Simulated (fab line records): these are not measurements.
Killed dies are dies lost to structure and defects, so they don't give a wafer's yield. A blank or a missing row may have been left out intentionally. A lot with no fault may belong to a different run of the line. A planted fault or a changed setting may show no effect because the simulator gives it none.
fab line records    flow n5Finfet
record lots=4  wafers=12  lastDay=18
route steps=1938 shown BEOL_M6@1257 BEOL_M7@1263
lots that met no fault: from a run of the same line without faults
startH: hours from the record's first day to the start of the lot's first wafer shown    waitH: time in hours since the lot's previous step    " as in the row above    L1.1+2: a single row standing in for several wafers    - no value, or no start given    * or withheld: withheld    < > ~ a bound
route shown NAME@n: names a module that has steps shown in the file, with the first one's number in the route    usual: average and standard deviation across the fault-free wafers    same: alike in all rows    chamber/n: place in a boat    sites: per-site readings    _std_site: how widely they spread, as a standard deviation    _edge_site: mean of outer sites minus mean of inner sites    radiusMm: for every site, how far away it sits from the centre of the wafer    mask NAME#n: copy n    behind: the most recent tool/chamber to have shaped the wafer    hold: reason for holding the lot/hours on hold/outcome of the hold    device: whichever transistor did not switch (one of n, p or np)    end of line: the route-end tests of the same wafers    a step given without rows: its recipe and nothing more    killed: the dies lost at the first sort to structure and to defects; this is not the yield of the wafer    map: the dies of a wafer, with x for killed, . for not killed, _ for no die there
set.NAME: the setting that was run; set.NAME@STEP: the one run at that earlier step    model.NAME: the simulator's own value behind a step, which no gauge read
certain route steps with their lots: each step a table, each wafer a row
services: from which hour (startH, from the record's first day; less than 0 if before it) a tool's chamber was out of use, for how many hours, and why
## steps
# step N5_BEOL_M6_CMP_52
# recipe stopOn=SiCOH_lowk  tOverpolishS=6.9  downForcePsi=1  platenRpm=50  clearingPlatenDownForcePsi=1.5  clearingPlatenRpm=50  postCmpClean=cuAlkaline  targetThkNm=80  clearingPlatenPadVelocityMS=0.99484  padVelocityMS=0.99484
# step N5_BEOL_M6_PRE_CLEAN_55
# recipe gas=NH3  timeS=15  tempC=withheld  rfPowerW=300
# step N5_BEOL_M6_DEP_56
# recipe material=SiCN  targetThkA=100  tempC=withheld  precursor=3MS/NH3  pressureTorr=3  rfW=202  timeS=17.5
# step N5_BEOL_M7_ILD_DEP_00
# recipe material=SiCOH_lowk  targetThkA=1797.5  tempC=300  precursor=DEMS/porogen  pressureTorr=5  rfW=500  timeS=33.4
# step N5_BEOL_M7_CURE_74
# recipe tempC=385  timeS=240  ambient=He/Ar  material=SiCOH_lowk
# step N5_BEOL_M7_PECVD_70
# recipe material=SiO2  targetThkA=200  tempC=400  precursor=TEOS/O2  pressureTorr=5.5  rfW=450  teosFlowSccm=53.8  gas=O2  flowSccm=3000  timeS=22.7
# step N5_BEOL_M7_HM_DEP_02
# recipe material=TiN  targetThkA=200  tempC=25  chamberPressurePa=0.49996
# step N5_BEOL_M7_COAT_59
# recipe resist=SOC  tempC=250  timeS=60  spinRpm=1500  resistThkNm=100
# step N5_BEOL_M7_COAT_60
# recipe resist=SiARC  tempC=220  timeS=60  spinRpm=1500  resistThkNm=35
# usual plateTempC=220.01/0.16  spinSpeedRpm=1500.0/1.1
lot.wafer  tool           chamber  startH  waitH  plateTempC  spinSpeedRpm  model.SiARC_of_BEOL_M7_COAT_60.thkNm
L399.1     lithoTrack-01  0        245.24  -      219.99      1498.7        34.8
L399.3     "              0        "       "      220.21      1499.4        35
L399.4     "              0        "       "      220.23      1500.3        34.8
L401.3     lithoTrack-01  0        254.16  -      219.94      1590.5        34.2
L401.4     "              0        "       "      220.03      1592.2        34
L401.5     "              0        "       "      219.97      1589.9        34
L403.3     lithoTrack-01  0        264.20  -      220.23      1591.5        34
L403.4     "              0        "       "      219.95      1592.7        34
L403.5     "              0        "       "      220.03      1591.8        34
L417.4     lithoTrack-03  0        359.61  -      220.00      1501.0        35
L417.5     "              0        "       "      220.04      1498.3        35
L417.6     "              0        "       "      220.16      1499.0        35
# step N5_BEOL_M7_COAT_05
# recipe resist=CAR-ArF  spinRpm=1500  resistThkNm=90
# step N5_BEOL_M7_EBR_07
# recipe solvent=PGMEA  ebrWidthMm=1.5
# step N5_BEOL_M7_SOFTBAKE_06
# recipe tempC=110  timeS=60  resist=CAR-ArF
# step N5_BEOL_M7_EXPOSE_08
# recipe maskId=M7  na=1.35  sourceShape=dipole  sigmaInner=0.817  sigmaOuter=0.97  polarization=te  doseMj=68.25
# step N5_BEOL_M7_PEB_09
# recipe pebTempC=withheld  pebTimeS=60  resist=CAR-ArF
# step N5_BEOL_M7_DEVELOP_10
# recipe developTimeS=30  developer=TMAH  resist=CAR-ArF  rinseLiquid=diw  dry=airSpin  devTempC=23
# step N5_BEOL_M7_DESCUM_16
# recipe chemistry=O2  timeS=7.9  sourcePowerW=50  biasPowerW=20  pressureMtorr=20  rfFrequencyHz=2.712e+07  tempC=40  resist=CAR-ArF  o2FlowSccm=225
# step N5_BEOL_M7_ETCH_61
# recipe chemistry=CF4  target=SiARC  targetDepthA=455  maskMaterial=CAR-ArF  timeS=75.8  ionEnergyEv=80  pressureMtorr=40  sourceW=545  biasW=36  Ar_flow_sccm=100  cf4FlowSccm=100  ends=cleared
# usual drypumpMotorCurrentA=5.5/0.3  etchRfOnTimeS=75.5/1  mfcArSccm=100.0/0.34  oesProductAu=0.66/0.057  rfVppV=183.8/1.2  showerheadPlenumPTorr=2.13/0.069  throttleValvePct=15.58/0.25
lot.wafer  tool        chamber  startH  waitH  drypumpMotorCurrentA  etchRfOnTimeS  mfcArSccm  oesProductAu  rfHoursCounterH  rfVppV  showerheadPlenumPTorr  throttleValvePct  model.etch.depthNm  model.CAR-ArF_of_BEOL_M7_COAT_05.thkNm
L399.1     rieDiel-03  0        245.76  0.0    5.5                   75.7           100.0      0.62          220              183.9   2.12                   15.58             34.88               50.8
L399.3     "           1        "       "      5.2                   75.9           100.0      0.65          -                183.9   1.98                   15.43             34.92               50.8
L399.4     "           0        "       "      5.6                   75.6           99.5       0.61          -                183.1   2.12                   15.57             34.86               51
L401.3     rieDiel-01  2        254.65  0.0    5.7                   74.3           99.6       0.60          236              183.0   2.11                   15.84             34.13               52
L401.4     "           3        "       "      5.7                   73.1           99.8       0.64          151              182.4   2.07                   15.39             34.02               52
L401.5     "           3        "       "      5.7                   73.0           100.3      0.64          -                183.7   2.07                   15.39             34.05               52
L403.3     rieDiel-01  1        264.70  0.0    5.6                   73.1           100.0      0.59          238              184.5   2.19                   15.76             33.94               51.8
L403.4     "           3        "       "      5.7                   73.0           100.2      0.64          153              182.4   2.07                   15.40             34.05               51.8
L403.5     "           3        "       "      5.7                   72.7           100.2      0.65          -                183.2   2.07                   15.41             34.08               51.4
L417.4     rieDiel-06  0        359.97  0.0    5.5                   74.4           100.2      0.70          107              184.3   2.15                   15.37             34.97               51
L417.5     "           2        "       "      5.9                   75.4           100.4      0.64          -                185.1   2.22                   15.40             34.98               50.8
L417.6     "           1        "       "      6.0                   74.0           100.7      0.70          -                184.8   2.16                   15.39             34.98               50.8
# step N5_BEOL_M7_ETCH_62
# recipe chemistry=N2/H2  target=SOC  targetDepthA=1100  overetchA=220  maskMaterial=SiARC  tempC=40  timeS=165  ionEnergyEv=200  pressureMtorr=30  sourceW=840  biasW=150  n2FlowSccm=200  h2FlowSccm=200
# usual drypumpMotorCurrentA=5.5/0.3  oesProductAu=0.65/0.053  rfVppV=523.2/2.8  showerheadPlenumPTorr=2.52/0.091  throttleValvePct=17.81/0.24
lot.wafer  tool        chamber  startH  waitH  drypumpMotorCurrentA  oesProductAu  rfHoursCounterH  rfVppV  showerheadPlenumPTorr  throttleValvePct  model.SiARC_of_BEOL_M7_COAT_60.thkNm
L399.1     rieDiel-03  0        245.84  0.1    5.6                   0.61          220              522.9   2.51                   17.60             28.4
L399.3     "           1        "       "      5.2                   0.65          -                518.0   2.33                   17.51             28.2
L399.4     "           0        "       "      5.6                   0.61          -                523.7   2.51                   17.62             28.4
L401.3     rieDiel-01  2        254.71  0.0    5.7                   0.59          236              521.6   2.51                   18.06             27.4
L401.4     "           3        "       "      5.7                   0.64          151              520.6   2.45                   17.71             27.2
L401.5     "           3        "       "      5.7                   0.64          -                520.9   2.45                   17.70             27.2
L403.3     rieDiel-01  1        264.75  0.0    5.6                   0.60          238              526.6   2.62                   18.00             27.2
L403.4     "           3        "       "      5.7                   0.64          153              520.3   2.45                   17.71             27.4
L403.5     "           3        "       "      5.7                   0.63          -                520.3   2.45                   17.71             27.4
L417.4     rieDiel-06  0        360.03  0.0    5.5                   0.68          107              523.7   2.56                   17.56             28
L417.5     "           2        "       "      5.9                   0.64          -                527.0   2.66                   17.82             28.2
L417.6     "           1        "       "      6.0                   0.69          -                526.0   2.57                   17.71             28.2
# step N5_BEOL_M7_STRIP_68
# recipe chemistry=N2/H2  tempC=40  n2FlowSccm=200  h2FlowSccm=200  rfFrequencyHz=6e+07
## services
tool           chamber  startH  hours  kind
rieDiel-03     2        241.27  5.7    repair
rieDiel-03     3        244.60  9.1    repair
rieDiel-06     2        269.26  3.9    repair
rieDiel-03     3        274.20  -      clean
rieDiel-03     3        274.20  -      consumableReplace:focusRing
rieDiel-03     3        274.20  15.2   scheduledDown
rieDiel-03     3        274.20  15.2   ventCycle
rieDiel-01     0        275.92  17.7   repair
rieDiel-01     2        304.47  -      clean
rieDiel-01     2        304.47  -      consumableReplace:focusRing
rieDiel-01     2        304.47  25.8   scheduledDown
rieDiel-01     2        304.47  25.8   ventCycle
rieDiel-06     3        313.37  -      clean
rieDiel-06     3        313.37  -      consumableReplace:esc
rieDiel-06     3        313.37  -      consumableReplace:focusRing
rieDiel-06     3        313.37  -      consumableReplace:showerhead
lithoTrack-01  -        315.53  -      consumableReplace:filter
rieDiel-01     1        330.27  -      clean
rieDiel-01     1        330.27  -      consumableReplace:focusRing
rieDiel-01     1        330.27  16.7   scheduledDown
rieDiel-01     1        330.27  16.7   ventCycle
rieDiel-03     -        339.99  0.7    repair
rieDiel-06     0        356.11  2.4    repair
rieDiel-01     0        358.70  5.0    repair
## key
firstSign step=N5_BEOL_M7_COAT_60  reading=spinSpeedRpm  direction=up  sigmas=85  usual=*  struck=*
effect none on later readings
modelEffect step=N5_BEOL_M7_COAT_60  value=SiARC_of_BEOL_M7_COAT_60.thkNm  without=35.07  struck=34.03
modelEffect step=N5_BEOL_M7_ETCH_61  value=etch.depthNm  without=35.07  struck=34.04
modelEffect step=N5_BEOL_M7_ETCH_62  value=SiARC_of_BEOL_M7_COAT_60.thkNm  without=28.33  struck=27.3
metAt N5_BEOL_M7_COAT_60
struckWafers L401.3,L401.4,L401.5,L403.3,L403.4,L403.5
onsetBetween 245.24 254.16
fault kind=processParameterDrift  tool=lithoTrack-01  chamber=-  onsetH=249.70  steps=N5_BEOL_M7_COAT_60  channel=spinRpm  offset=*  shape=step  endH=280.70  actsIn=*  stated=*
